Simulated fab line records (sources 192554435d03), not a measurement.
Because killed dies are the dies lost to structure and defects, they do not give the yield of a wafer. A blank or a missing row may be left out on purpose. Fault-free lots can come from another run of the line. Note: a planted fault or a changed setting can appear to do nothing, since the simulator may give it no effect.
Which of the tools did it? | flow n5Finfet | 24 lots with 72 wafers sampled at 4 steps, on a route of 1938 steps

== WHAT THE GAUGES SHOWED, per wafer ==
N5_BEOL_M15_OVL_MEAS_29.
lot  | measured     | on         | M15_OVL (nm)
L074 | day 12 07:52 | overlay-02 | -1 -4 -6
L075 | day 12 10:14 | overlay-01 | -8 -6 -7
L076 | day 12 12:16 | overlay-01 | -6 7 0
L079 | day 12 22:14 | overlay-02 | 3 0 6
L077 | day 13 08:52 | overlay-01 | -7 -3 1
L078 | day 13 20:11 | overlay-01 | -1 -3 3
L081 | day 13 22:34 | overlay-01 | 2 4 1
L080 | day 14 08:07 | overlay-02 | -6 -8 -8
L083 | day 14 12:13 | overlay-02 | -2 -6 -17
L082 | day 14 12:43 | overlay-01 | -4 -9 -1
L084 | day 14 17:36 | overlay-02 | 0 1 9
L085 | day 14 17:57 | overlay-02 | 1 -7 0
L086 | day 15 05:52 | overlay-02 | 4 4 0
L087 | day 15 19:02 | overlay-01 | 0 -1 -6
L090 | day 15 19:30 | overlay-01 | -1 6 11
L088 | day 16 03:40 | overlay-02 | -13 0 -4
L089 | day 16 03:58 | overlay-02 | 2 -3 5
L092 | day 16 10:15 | overlay-02 | -3 -7 -3
L093 | day 16 19:19 | overlay-01 | 1 -2 -4
L091 | day 16 19:35 | overlay-01 | -6 5 0
L095 | day 17 04:50 | overlay-01 | -5 -3 0
L094 | day 17 06:22 | overlay-01 | 5 9 2
L096 | day 18 03:20 | overlay-01 | -2 2 -5
L097 | day 19 23:21 | overlay-02 | -1 -1 2

N5_MIM_TOP_LITHO_CD_MEAS_08: the cd target is 2000 nm.
lot  | measured     | on       | cdNm (nm)
L074 | day 12 13:34 | cdSem-02 | 1998.8 2001.2 2002.4
L075 | day 12 19:29 | cdSem-01 | 2002.8 2002.6 1999.5
L076 | day 13 03:48 | cdSem-01 | 1999.7 1998.6 2002.3
L079 | day 13 08:41 | cdSem-03 | 2001.9 2001.8 1998.7
L077 | day 13 16:28 | cdSem-01 | 2003.4 2000.7 2001.4
L078 | day 14 09:19 | cdSem-02 | 2001.0 1999.3 2003.3
L081 | day 14 09:39 | cdSem-02 | 1998.9 2001.6 1997.2
L080 | day 14 15:23 | cdSem-02 | 2000.3 1999.4 2001.3
L083 | day 14 19:09 | cdSem-03 | 2000.7 1999.6 2000.7
L082 | day 14 19:25 | cdSem-03 | 1999.6 2001.1 2001.4
L084 | day 14 23:38 | cdSem-03 | 1998.7 1999.2 2001.0
L085 | day 15 02:52 | cdSem-02 | 1999.4 2000.9 2002.7
L086 | day 15 15:16 | cdSem-03 | 2001.6 2001.8 2002.8
L087 | day 16 04:23 | cdSem-01 | 2003.2 2000.7 2000.4
L090 | day 16 06:35 | cdSem-01 | 2002.0 2002.2 1998.8
L088 | day 16 17:05 | cdSem-01 | 2003.3 2003.4 1999.3
L089 | day 16 21:14 | cdSem-03 | 1998.6 1997.4 2000.3
L092 | day 16 21:31 | cdSem-01 | 1997.2 1997.1 1997.0
L093 | day 17 02:25 | cdSem-03 | 2003.1 2002.3 2001.6
L091 | day 17 02:37 | cdSem-03 | 2001.2 2003.1 1999.8
L095 | day 17 13:16 | cdSem-02 | 2001.2 2004.7 2001.2
L094 | day 17 13:26 | cdSem-02 | 1999.9 1999.0 1999.7
L096 | day 18 11:55 | cdSem-03 | 1999.3 2001.7 2003.1
L097 | day 20 05:15 | cdSem-03 | 1997.4 1999.7 1997.0

== WHAT TOOL EACH LOT RAN ON (gives the tool, then ch and the chambers of the sampled wafers, and finally the start) ==
lot  | N5_BEOL_M15_ANNEAL_48           | N5_BEOL_M15_DEP_53
L074 | rtpAnneal-02 ch 0, day 12 09:55 | pecvd-03 ch 0,1,2, day 12 10:27
L075 | rtpAnneal-01 ch 0, day 12 13:49 | pecvd-04 ch 0,1, day 12 14:26
L076 | rtpAnneal-02 ch 0, day 12 21:00 | pecvd-04 ch 0,2, day 12 21:43
L079 | rtpAnneal-02 ch 0, day 13 03:37 | pecvd-03 ch 0,1,2, day 13 04:16
L077 | rtpAnneal-01 ch 0, day 13 12:58 | pecvd-04 ch 0,1, day 13 13:37
L078 | rtpAnneal-02 ch 0, day 14 04:13 | pecvd-03 ch 1,2, day 14 04:49
L081 | rtpAnneal-02 ch 0, day 14 04:32 | pecvd-01 ch 0,1, day 14 05:05
L080 | rtpAnneal-02 ch 0, day 14 10:03 | pecvd-03 ch 0,1,2, day 14 10:43
L083 | rtpAnneal-02 ch 0, day 14 14:48 | pecvd-01 ch 0,1, day 14 15:28
L082 | rtpAnneal-02 ch 0, day 14 15:56 | pecvd-03 ch 0,1,2, day 14 16:34
L084 | rtpAnneal-02 ch 0, day 14 19:04 | pecvd-03 ch 1,2, day 14 19:43
L085 | rtpAnneal-01 ch 0, day 14 22:47 | pecvd-03 ch 1,2, day 14 23:26
L086 | rtpAnneal-02 ch 0, day 15 10:00 | pecvd-03 ch 0,1,2, day 15 10:34
L087 | rtpAnneal-02 ch 0, day 15 23:41 | pecvd-04 ch 1,2, day 16 00:14
L090 | rtpAnneal-02 ch 0, day 16 01:04 | pecvd-03 ch 0,1,2, day 16 01:43
L088 | rtpAnneal-02 ch 0, day 16 10:34 | pecvd-04 ch 1,2, day 16 11:14
L089 | rtpAnneal-02 ch 0, day 16 16:56 | pecvd-01 ch 0,1, day 16 17:36
L092 | rtpAnneal-01 ch 0, day 16 16:52 | pecvd-01 ch 1,2, day 16 17:28
L093 | rtpAnneal-02 ch 0, day 16 21:56 | pecvd-04 ch 1,2, day 16 22:36
L091 | rtpAnneal-01 ch 0, day 16 22:16 | pecvd-03 ch 1,2, day 16 22:51
L095 | rtpAnneal-01 ch 0, day 17 08:47 | pecvd-04 ch 0,2, day 17 09:24
L094 | rtpAnneal-02 ch 0, day 17 08:50 | pecvd-03 ch 0,1, day 17 09:31
L096 | rtpAnneal-02 ch 0, day 18 08:14 | pecvd-01 ch 0,1, day 18 08:53
L097 | rtpAnneal-01 ch 0, day 20 00:56 | pecvd-04 ch 0,1,2, day 20 01:35
- N5_BEOL_M15_ANNEAL_48: time 90 s.
- N5_BEOL_M15_DEP_53: deposits SiCN from 3MS/NH3, target thk 50 nm, time 17.8 s.

== AS READ BY THE TOOLS THEMSELVES (means over the sampled wafers that have a number; for cases with no such wafer, the mark the record gives instead) ==
N5_BEOL_M15_ANNEAL_48.
lot  | tool         | wafer_temp_C_max
L074 | rtpAnneal-02 | 226.1
L075 | rtpAnneal-01 | 225.9
L076 | rtpAnneal-02 | 226.5
L079 | rtpAnneal-02 | 226.2
L077 | rtpAnneal-01 | 225.9
L078 | rtpAnneal-02 | 226.2
L081 | rtpAnneal-02 | 226.3
L080 | rtpAnneal-02 | 226.1
L083 | rtpAnneal-02 | 226.3
L082 | rtpAnneal-02 | 226.6
L084 | rtpAnneal-02 | 226.2
L085 | rtpAnneal-01 | 225.5
L086 | rtpAnneal-02 | 226.4
L087 | rtpAnneal-02 | 226.5
L090 | rtpAnneal-02 | 226.2
L088 | rtpAnneal-02 | 226.3
L089 | rtpAnneal-02 | 225.9
L092 | rtpAnneal-01 | 225.8
L093 | rtpAnneal-02 | 226.3
L091 | rtpAnneal-01 | 225.7
L095 | rtpAnneal-01 | 225.8
L094 | rtpAnneal-02 | 226.2
L096 | rtpAnneal-02 | 225.9
L097 | rtpAnneal-01 | 225.8

N5_BEOL_M15_DEP_53.
lot  | tool     | showerheadPlenumPTorr (Torr) | throttleValvePct (%)
L074 | pecvd-03 | 4.173                        | 18.0
L075 | pecvd-04 | 4.152                        | 19.7
L076 | pecvd-04 | 4.198                        | 18.5
L079 | pecvd-03 | 4.170                        | 18.1
L077 | pecvd-04 | 4.149                        | 19.6
L078 | pecvd-03 | 4.166                        | 18.0
L081 | pecvd-01 | 4.155                        | 18.1
L080 | pecvd-03 | 4.168                        | 18.0
L083 | pecvd-01 | 4.159                        | 18.2
L082 | pecvd-03 | 4.170                        | 18.0
L084 | pecvd-03 | 4.161                        | 17.9
L085 | pecvd-03 | 4.168                        | 18.2
L086 | pecvd-03 | 4.163                        | 18.0
L087 | pecvd-04 | 4.171                        | 18.9
L090 | pecvd-03 | 4.167                        | 18.1
L088 | pecvd-04 | 4.152                        | 19.6
L089 | pecvd-01 | 4.154                        | 18.1
L092 | pecvd-01 | 4.150                        | 18.3
L093 | pecvd-04 | 4.170                        | 18.9
L091 | pecvd-03 | 4.173                        | 18.2
L095 | pecvd-04 | 4.196                        | 18.6
L094 | pecvd-03 | 4.179                        | 18.2
L096 | pecvd-01 | 4.148                        | 17.4
L097 | pecvd-04 | 4.174                        | 19.2

== THE ANSWER, worked out from the rows above alone ==
Rule: what is usual is taken from the lots themselves. Put in order of their means at a reading, lots are off if they are a third of the lots or fewer, leave a main group of 4 or more, and stand apart from it by a gap of 3 or more times the standard deviation of the main group's means; of several such gaps the widest counts. A main group whose means are all the same, to the digits that the tables above print for the reading, isn't used. A lot without any number at a reading at which 4 lots or more have one is off too. Any other lot the step has rows for is counted as sound. After the gauges, taken in route order, come the tools' own readings; for these a lot's mean is taken, as printed above. The first step at which some lot is off is used, and at that step the reading that is off furthest; a lot without a number counts as furthest.
No lot is off at any reading shown: from this, nothing can be told.

== WHAT THE SIMULATOR PUT IN ==
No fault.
